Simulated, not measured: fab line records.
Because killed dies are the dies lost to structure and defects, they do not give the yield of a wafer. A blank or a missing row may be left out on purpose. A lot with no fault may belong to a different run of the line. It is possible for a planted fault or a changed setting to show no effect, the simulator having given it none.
Matching of chambers	flow n5Finfet	N5_BEOL_M3_ETCHBACK_99 on rieDiel-02 has 4 sister chambers
The step etches SiO2 in CHF3, target depth 5 nm, time 10.4 s. 27 wafers are shown with their chamber, then 12 later ones without.

## EACH WAFER AND ITS CHAMBER
wafer	chamber	showerheadPlenumPTorr (Torr)	throttleValvePct (%)	drypumpMotorCurrentA (A)
L078.1	2	2.26	16.84	5.9
L078.2	1	2.13	17.14	5.1
L078.3	0	2.14	17.33	5.8
L078.4	3	2.11	17.02	5.7
L078.5	2	2.26	16.85	5.8
L078.6	1	2.13	17.15	5.1
L080.2	3	2.11	17.02	5.7
L080.5	2	2.26	16.86	5.9
L080.6	3	2.11	17.01	5.8
L084.2	2	2.26	16.85	5.8
L084.3	1	2.12	17.17	5.1
L084.5	2	2.26	16.88	5.8
L082.1	2	2.26	16.86	5.8
L082.3	1	2.12	17.19	5.1
L082.4	3	2.10	17.03	5.7
L085.2	3	2.10	17.04	5.7
L085.3	1	2.12	17.20	5.1
L085.4	2	2.26	16.88	5.8
L088.1	3	2.10	17.04	5.8
L088.5	2	2.26	16.86	5.8
L088.6	1	2.12	17.18	5.1
L086.1	3	2.10	17.04	5.7
L086.5	1	2.12	17.21	5.1
L086.6	2	2.26	16.88	5.8
L087.1	1	2.12	17.20	5.0
L087.3	3	2.10	17.04	5.7
L087.6	0	2.13	17.36	5.7

SIGNATURES (averages over the wafers above)
reading	chamber 0	chamber 1	chamber 2	chamber 3	scatter within a chamber
showerheadPlenumPTorr	2.1350	2.1225	2.2600	2.1037	0.0041
throttleValvePct	17.3450	17.1800	16.8622	17.0300	0.0182
drypumpMotorCurrentA	5.750	5.087	5.822	5.725	0.0439
Rule: a wafer lies at a distance from a chamber equal to the root of the sum of squares, over the readings, of (its reading less the chamber's mean, divided by the reading's scatter). If the next closest chamber is less than 2 further off than the closest, the wafer can't be placed; otherwise it belongs to the closest. The scatter is the square root of a quotient: the sum, over the shown wafers, of each reading's squared deviation from its chamber's mean, divided by wafers minus chambers.

## WAFERS WITHOUT THEIR CHAMBER
wafer	showerheadPlenumPTorr (Torr)	throttleValvePct (%)	drypumpMotorCurrentA (A)
L093.1	2.13	17.38	5.7
L093.2	2.12	17.20	5.1
L093.4	2.10	17.05	5.7
L095.3	2.10	17.06	5.7
L095.5	2.10	17.06	5.7
L095.6	2.13	17.39	5.7
L094.1	2.10	17.06	5.7
L094.5	2.10	17.06	5.7
L094.6	2.13	17.39	5.7
L096.1	2.10	17.08	5.7
L096.2	2.13	17.41	5.8
L096.4	2.25	16.92	5.9

## WHICH CHAMBER EACH ONE RAN IN
wafer	from the rows above	in truth
L093.1	0	0
L093.2	1	1
L093.4	3	3
L095.3	3	3
L095.5	3	3
L095.6	0	0
L094.1	3	3
L094.5	3	3
L094.6	0	0
L096.1	3	3
L096.2	0	0
L096.4	2	2
Correctly placed: 12 of 12. Not placeable from these rows: 0. 0 placed wrongly.
